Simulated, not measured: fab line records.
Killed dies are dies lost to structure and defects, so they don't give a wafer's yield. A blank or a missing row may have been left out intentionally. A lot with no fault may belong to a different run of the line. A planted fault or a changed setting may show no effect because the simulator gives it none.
fab line records	flow n5Finfet	part 2 of 2: steps 8 to 8 of 8
[record] lots = 10	wafers = 30	lastDay = 21
route steps=1938 shown BEOL_M5@1135 BEOL_M15@1830
lots that met no fault: taken from a fault-free run of the same line
startH: hours from the record's first day to the start of the lot's first wafer shown	waitH: hours elapsed since this lot's preceding step	" identical to the entry in the row above	L1.1+2: one row covering several wafers at once	- no value, or no start was given	* or withheld: withheld	< > ~ a bound
route shown NAME@n: NAME is a module with steps in the file, n the number in the route of the first one	usual: mean/standard deviation of fault-free wafers	same: alike in all rows	chamber/n: place in a boat	sites: each site's reading	_std_site: how widely they spread, as a standard deviation	_edge_site: outer sites' mean less inner sites'	radiusMm: for every site, how far away it sits from the centre of the wafer	mask NAME#n: copy n	behind: tool/chamber where the wafer was last shaped	hold: why the lot went on hold/how many hours it stayed there/how the hold came to an end	device: the transistor (n, p or np) that didn't switch	end of line: the route-end tests of the same wafers	a step with no rows: only its recipe	killed: at the first sort, the dies lost to defects and structure; wafer yield is something else	map: the dies of a wafer, with x for killed, . for not killed, _ for no die there
set.NAME: the setting as run; set.NAME@STEP: as run at that earlier step	model.NAME: the simulator's own value behind a step, which no gauge read
the route's steps for a sample of lots (tables are steps, rows are wafers)
services: when a tool's chamber went out of use (startH, in hours from the record's first day, below 0 if earlier), for how many hours, and the reason
[[steps]]
[step N5_BEOL_M15_RC_MEAS_101]
[usual] COMB_M10 = 1.46e-11/2.8e-12	COMB_M10_max_site = 2.1e-11/5e-12	COMB_M11 = 1.41e-11/2.9e-12	COMB_M12 = 6.6e-12/1.2e-12	COMB_M12_max_site = 9.3e-12/2.1e-12	COMB_M13 = 5.1e-12/1e-12	COMB_M14 = 3.7e-12/7.5e-13	COMB_M15 = 2.9e-12/4.6e-13	COMB_M6 = 2.5e-11/4.9e-12	COMB_M7 = 2.6e-11/5.6e-12	COMB_M7_max_site = 3.7e-11/9.5e-12	COMB_M8 = 2.5e-11/4.8e-12	COMB_M9 = 1.5e-11/3e-12	COMB_M9_max_site = 2.1e-11/5.3e-12	SERP_M10 = 3.12/0.12	SERP_M10_max_site = 3.21/0.12	SERP_M11 = 3.11/0.1	SERP_M11_max_site = 3.21/0.11	SERP_M12 = 0.631/0.024	SERP_M12_max_site = 0.643/0.026	SERP_M13 = 0.313/0.0096	SERP_M14 = 0.160/0.0072	SERP_M5 = 39.0/2.3	SERP_M5_max_site = 40.5/2.4	SERP_M6 = 14.0/0.8	SERP_M7 = 14.0/0.7	SERP_M8 = 14.3/0.79	SERP_M9 = 3.12/0.11
lot.wafer	tool	chamber	startH	waitH	COMB_M10[S/m]	COMB_M10_max_site[S/m]	COMB_M11[S/m]	COMB_M12[S/m]	COMB_M12_max_site[S/m]	COMB_M13[S/m]	COMB_M14[S/m]	COMB_M15[S/m]	COMB_M6[S/m]	COMB_M7[S/m]	COMB_M7_max_site[S/m]	COMB_M8[S/m]	COMB_M9[S/m]	COMB_M9_max_site[S/m]	SERP_M10[ohm/um]	SERP_M10_max_site[ohm/um]	SERP_M11[ohm/um]	SERP_M11_max_site[ohm/um]	SERP_M12[ohm/um]	SERP_M12_max_site[ohm/um]	SERP_M13[ohm/um]	SERP_M14[ohm/um]	SERP_M5[ohm/um]	SERP_M5_max_site[ohm/um]	SERP_M6[ohm/um]	SERP_M7[ohm/um]	SERP_M8[ohm/um]	SERP_M9[ohm/um]
L912.1	prober-01	0	342.77	0.0	1.62e-11	2.4e-11	1.69e-11	6.9e-12	1.08e-11	6e-12	2.6e-12	2.7e-12	2.2e-11	1.8e-11	2.2e-11	1.8e-11	1.1e-11	1.4e-11	3.11	3.20	3.14	3.18	0.657	0.670	0.319	0.170	37.2	38.9	14.2	13.6	13.1	3.18
L912.4	"	0	"	"	1.66e-11	2.9e-11	1.63e-11	7.8e-12	1.29e-11	6.7e-12	4.1e-12	2.9e-12	3.3e-11	1.9e-11	2.5e-11	2.4e-11	1.2e-11	1.6e-11	3.10	3.17	3.11	3.19	0.653	0.659	0.308	0.157	37.8	39.8	14.1	14.5	13.5	3.09
L912.6	"	0	"	"	1.42e-11	2.2e-11	1.22e-11	6.4e-12	1.03e-11	5.2e-12	3.7e-12	2.9e-12	2.6e-11	2e-11	2.7e-11	2.8e-11	1e-11	1.7e-11	3.18	3.21	3.22	3.30	0.637	0.654	0.312	0.161	37.4	38.2	14.5	14.6	14.3	3.14
L918.2	prober-02	0	379.26	0.2	2.06e-11	2.6e-11	1.51e-11	4.9e-12	6.3e-12	4.2e-12	3.7e-12	3.3e-12	2.7e-11	3e-11	4.4e-11	2.8e-11	1.9e-11	2.4e-11	3.20	3.30	3.04	3.21	0.620	0.625	0.320	0.158	40.5	42.9	14.1	14.4	13.5	3.16
L918.4	"	0	"	"	1.89e-11	3.1e-11	1.45e-11	6e-12	7.3e-12	5.4e-12	3.1e-12	3e-12	1.9e-11	3.7e-11	5.5e-11	3.4e-11	1.4e-11	1.7e-11	3.16	3.27	2.92	2.96	0.627	0.633	0.318	0.165	37.6	39.8	14.3	13.8	14.6	3.19
L918.5	"	0	"	"	1.27e-11	1.7e-11	1.35e-11	6.1e-12	8.1e-12	4.2e-12	3.5e-12	3.4e-12	2.3e-11	2.1e-11	4e-11	2.9e-11	1.5e-11	2.1e-11	3.12	3.21	2.94	3.02	0.648	0.674	0.325	0.170	40.9	42.3	15.5	14.1	14.6	3.23
L920.3	prober-01	0	391.98	0.3	1.38e-11	1.8e-11	1.81e-11	5.1e-12	6.5e-12	5.8e-12	3.7e-12	2.4e-12	2.5e-11	2.6e-11	4e-11	2.1e-11	1.3e-11	1.6e-11	3.22	3.36	3.07	3.23	0.603	0.625	0.327	0.153	37.6	40.1	13.2	13.6	14.8	3.19
L920.4	"	0	"	"	1.67e-11	3.5e-11	1.67e-11	4.3e-12	6.4e-12	5e-12	4.7e-12	2.3e-12	1.7e-11	3.1e-11	3.8e-11	1.8e-11	1.3e-11	2e-11	3.10	3.13	3.03	3.19	0.611	0.618	0.304	0.147	39.1	40.3	14.1	13.8	14.8	3.10
L920.6	"	0	"	"	1.34e-11	1.5e-11	1.14e-11	7.2e-12	9.1e-12	5.4e-12	4.9e-12	2.6e-12	2.6e-11	2.9e-11	4.1e-11	1.6e-11	1.1e-11	1.3e-11	3.22	3.31	2.84	3.05	0.598	0.605	0.306	0.155	37.4	37.9	13.9	13.3	15.3	3.19
L917.4	prober-02	0	393.92	0.5	1.9e-11	2.6e-11	1.79e-11	8.8e-12	1.05e-11	5.5e-12	3.5e-12	3.1e-12	2.5e-11	1.7e-11	2.3e-11	2.4e-11	2.2e-11	3.9e-11	3.23	3.37	2.97	3.07	0.654	0.676	0.311	0.154	39.8	40.7	14.0	12.2	14.6	3.19
L917.5	"	0	"	"	1.41e-11	1.7e-11	1.26e-11	7.2e-12	9.3e-12	5.9e-12	2.5e-12	2.7e-12	2.9e-11	3.1e-11	4.3e-11	2.5e-11	2.1e-11	3e-11	2.99	3.07	3.12	3.21	0.609	0.624	0.305	0.153	34.9	35.8	14.8	14.3	14.1	3.38
L917.6	"	0	"	"	1.49e-11	2.9e-11	9.8e-12	6.8e-12	8.4e-12	6.6e-12	3.2e-12	2.9e-12	2.5e-11	3e-11	4.2e-11	2.6e-11	2.5e-11	3.5e-11	3.26	3.36	3.26	3.37	0.626	0.633	0.316	0.158	40.2	41.4	15.1	13.6	14.0	3.04
L924.2	prober-02	0	408.45	0.2	1.72e-11	3e-11	1.46e-11	8.3e-12	9.8e-12	4.4e-12	3.2e-12	3.6e-12	2.6e-11	2.9e-11	4.5e-11	2.5e-11	1.7e-11	2.2e-11	3.08	3.22	3.06	3.13	0.606	0.620	0.307	0.149	38.4	40.3	13.8	14.4	14.4	2.90
L924.3	"	0	"	"	1.66e-11	2.8e-11	1.75e-11	7e-12	1e-11	4.5e-12	3.3e-12	2.6e-12	2.7e-11	4.4e-11	5.5e-11	2e-11	1.6e-11	2.3e-11	3.06	3.15	2.97	3.06	0.610	0.620	0.322	0.157	34.0	34.8	13.0	15.8	12.9	3.05
L924.4	"	0	"	"	1.01e-11	1.7e-11	1.52e-11	6.3e-12	1.07e-11	4.8e-12	3.8e-12	2.5e-12	1.8e-11	2.5e-11	4e-11	2e-11	1.4e-11	2.4e-11	3.11	3.14	3.08	3.11	0.630	0.643	0.312	0.150	39.2	39.8	13.3	13.9	13.6	3.21
L923.2	prober-02	0	436.08	0.2	1.52e-11	1.8e-11	1.39e-11	4.7e-12	5.6e-12	5.2e-12	3.4e-12	2.4e-12	3.1e-11	3e-11	3.6e-11	2.2e-11	1.1e-11	1.4e-11	2.88	2.93	3.02	3.08	0.583	0.588	0.301	0.157	38.9	40.2	14.0	13.7	13.2	3.08
L923.3	"	0	"	"	1.48e-11	3.1e-11	1.77e-11	6.3e-12	1.02e-11	4.9e-12	3.3e-12	1.9e-12	2.4e-11	2.8e-11	4.7e-11	2.4e-11	1.8e-11	2.2e-11	3.21	3.26	3.15	3.25	0.645	0.658	0.314	0.148	38.3	40.4	14.5	12.9	13.9	3.21
L923.4	"	0	"	"	1.24e-11	1.6e-11	1.21e-11	5.7e-12	7.8e-12	4.9e-12	3e-12	3.4e-12	2.9e-11	2.3e-11	3.7e-11	3.4e-11	1.2e-11	1.6e-11	3.21	3.27	3.21	3.32	0.589	0.595	0.314	0.153	39.0	40.5	15.1	12.7	15.3	3.11
L925.1	prober-01	0	453.37	0.0	1.24e-11	1.9e-11	1.5e-11	7.9e-12	9.4e-12	6.4e-12	6.3e-12	2.1e-12	2.9e-11	3.3e-11	3.8e-11	2.7e-11	1.9e-11	2.8e-11	2.92	2.95	3.02	3.09	0.594	0.605	0.308	0.155	37.8	39.1	14.3	14.9	13.5	3.13
L925.2	"	0	"	"	1.35e-11	1.9e-11	1.85e-11	8.9e-12	1.13e-11	5.9e-12	4.3e-12	2.5e-12	3.8e-11	3.2e-11	4.3e-11	2.1e-11	1.9e-11	2.5e-11	3.17	3.27	3.11	3.16	0.632	0.640	0.309	0.158	38.6	39.2	12.7	14.5	13.8	3.27
L925.6	"	0	"	"	1.21e-11	1.8e-11	9.6e-12	5.4e-12	7.6e-12	5.5e-12	3.4e-12	2.4e-12	1.9e-11	2.4e-11	3.8e-11	2.8e-11	1.4e-11	1.9e-11	3.14	3.25	3.01	3.09	0.643	0.652	0.308	0.156	36.6	38.2	12.8	13.8	14.3	3.20
L934.1	prober-02	0	464.54	0.0	1.48e-11	2.1e-11	1.27e-11	6.1e-12	8.9e-12	5.4e-12	3.5e-12	2.6e-12	2.6e-11	2.1e-11	3.4e-11	3.7e-11	1.6e-11	2.3e-11	3.38	3.44	3.09	3.16	0.656	0.667	0.309	0.151	42.9	44.7	14.9	13.5	13.6	3.15
L934.2	"	0	"	"	1.64e-11	1.9e-11	2.02e-11	7.3e-12	1.1e-11	4.2e-12	3.5e-12	2.9e-12	2.7e-11	1.7e-11	2.4e-11	2.9e-11	1.4e-11	1.6e-11	3.19	3.28	3.14	3.22	0.619	0.649	0.301	0.154	35.4	36.7	13.8	14.2	14.7	3.18
L934.5	"	0	"	"	1.82e-11	2.6e-11	1.73e-11	5.7e-12	6.8e-12	3.8e-12	3.8e-12	2.9e-12	2.5e-11	2.3e-11	2.5e-11	2.1e-11	1.6e-11	2.6e-11	3.08	3.10	3.09	3.17	0.657	0.674	0.310	0.156	61.3	63.9	13.2	14.1	13.9	3.05
L932.2	prober-01	0	479.84	0.2	1.21e-11	1.5e-11	2.21e-11	6.8e-12	1.25e-11	3.3e-12	3.7e-12	2.7e-12	2.5e-11	2.3e-11	3.3e-11	2.4e-11	1.5e-11	1.8e-11	3.20	3.25	3.23	3.29	0.625	0.644	0.332	0.156	41.0	43.0	13.9	13.9	14.5	3.11
L932.3	"	0	"	"	1.4e-11	1.8e-11	1.31e-11	7.3e-12	8.8e-12	5.6e-12	2.8e-12	2.4e-12	2.4e-11	2.5e-11	3.7e-11	2.6e-11	1.3e-11	2.1e-11	3.14	3.24	3.11	3.25	0.662	0.667	0.306	0.151	38.3	40.0	15.4	14.2	14.3	2.90
L932.4	"	0	"	"	1.16e-11	1.6e-11	1.62e-11	6.2e-12	8.9e-12	5.5e-12	5.2e-12	2.4e-12	2.2e-11	1.8e-11	2.7e-11	2.6e-11	1.1e-11	1.6e-11	3.08	3.14	3.14	3.32	0.697	0.710	0.315	0.166	42.4	43.2	13.1	14.5	15.1	3.39
L931.2	prober-02	0	480.12	0.2	1.38e-11	1.8e-11	1.37e-11	8e-12	1e-11	4.1e-12	3.2e-12	2.6e-12	2e-11	2.8e-11	3.6e-11	2.1e-11	1.3e-11	1.5e-11	3.26	3.29	3.04	3.12	0.664	0.685	0.308	0.160	40.8	42.0	13.0	14.5	14.7	3.08
L931.3	"	0	"	"	1.23e-11	1.7e-11	1.7e-11	7.1e-12	9.1e-12	3e-12	3.4e-12	3e-12	1.5e-11	3.3e-11	4.9e-11	2.5e-11	1.1e-11	1.4e-11	3.09	3.19	3.27	3.31	0.626	0.646	0.330	0.161	37.8	39.3	13.3	15.0	13.3	3.38
L931.6	"	0	"	"	1.57e-11	2.6e-11	1.59e-11	5.5e-12	7.4e-12	4.2e-12	3e-12	2.7e-12	2e-11	2.6e-11	3e-11	1.9e-11	1.7e-11	2.5e-11	3.19	3.21	3.24	3.28	0.672	0.681	0.302	0.172	53.6	56.2	13.1	13.3	13.0	3.10
// sites SERP_M5 radiusMm=0,75,75,75,75,140,140,140,140
L912.1 38.5 38.0 37.2 38.9 38.1 35.0 35.8 36.5 34.8
L918.2 39.4 40.2 39.6 40.9 39.6 41.5 40.5 42.9 40.5
L920.3 35.6 37.2 35.9 36.6 37.6 39.7 39.1 38.6 40.1
L917.4 39.3 38.7 40.7 40.3 39.5 39.8 40.1 39.9 39.6
L924.2 37.7 38.0 38.4 38.9 37.1 38.3 40.3 40.3 38.7
L923.2 39.7 38.9 38.9 39.7 40.2 38.3 38.6 37.5 39.9
L925.1 37.3 38.7 38.5 37.8 38.2 37.4 37.1 36.8 39.1
L934.1 43.4 44.7 43.1 42.6 44.2 42.9 41.5 42.6 42.9
L932.2 42.6 41.5 43.0 42.2 41.0 38.2 39.5 39.0 38.4
L931.2 40.8 42.0 41.4 41.1 41.8 39.8 39.7 39.4 39.7
[[services]]
tool	chamber	startH	hours	kind
rieDiel-02	0	239.75	-	clean
rieDiel-02	0	239.75	-	consumableReplace:focusRing
rieDiel-02	0	239.75	-	consumableReplace:showerhead
rieDiel-02	0	239.75	23.9	scheduledDown
rieDiel-02	0	239.75	23.9	ventCycle
rieDiel-06	-	246.41	0.3	repair
rieDiel-06	3	272.62	3.0	repair
rieDiel-05	0	278.72	5.3	repair
rieDiel-06	0	285.76	6.9	repair
rieDiel-06	2	292.73	-	clean
rieDiel-06	2	292.73	-	consumableReplace:focusRing
rieDiel-06	2	292.73	33.7	scheduledDown
rieDiel-06	2	292.73	33.7	ventCycle
rieDiel-02	2	317.30	-	clean
rieDiel-02	2	317.30	-	consumableReplace:focusRing
rieDiel-02	2	317.30	12.3	scheduledDown
rieDiel-02	2	317.30	12.3	ventCycle
rieDiel-05	0	344.40	2.8	repair
rieDiel-05	1	347.18	-	clean
rieDiel-05	1	347.18	-	consumableReplace:esc
rieDiel-05	1	347.18	-	consumableReplace:focusRing
rieDiel-05	1	347.18	37.7	scheduledDown
rieDiel-05	1	347.18	37.7	ventCycle
rieDiel-02	1	367.74	5.0	repair
[[key]]
[firstSign] step = N5_BEOL_M5_OCD_MEAS_38	reading = trenchDepthNm	direction = down	sigmas = 8.8	usual = 71.0	struck = 54.4
[effect] step = N5_BEOL_M5_THK_MEAS_53	reading = M5_THK	direction = down	sigmas = 7.8	usual = 61.6	struck = 43.9
[effect] step = N5_BEOL_M5_RS_MEAS_57	reading = M5_RS	direction = up	sigmas = 12	usual = 0.393	struck = 0.599
[effect] step = N5_BEOL_M15_RC_MEAS_101	reading = SERP_M5	direction = up	sigmas = 8.1	usual = 39.0	struck = 57.5
metAt N5_BEOL_M5_TRENCH_ETCH_37
struckLots L931,L934
struckWafers L931.6,L934.5
sortLeftOut L931.6,L934.5
notActingAt N5_BEOL_M5_STRIP_64,N5_BEOL_M5_ETCH_68,N5_BEOL_M5_STRIP_91
onsetBetween 325.20 373.64
[fault] kind = processParameterDrift	tool = rieDiel-02	chamber = -	onsetH = 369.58	steps = N5_BEOL_M5_TRENCH_ETCH_37	channel = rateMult	offset = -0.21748	shape = step	endH = 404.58	scope = struckWafersOnly
// sortLeftOut: the simulated sort isn't trusted on such a fault, so these wafers' sort isn't shown, and their yield isn't known
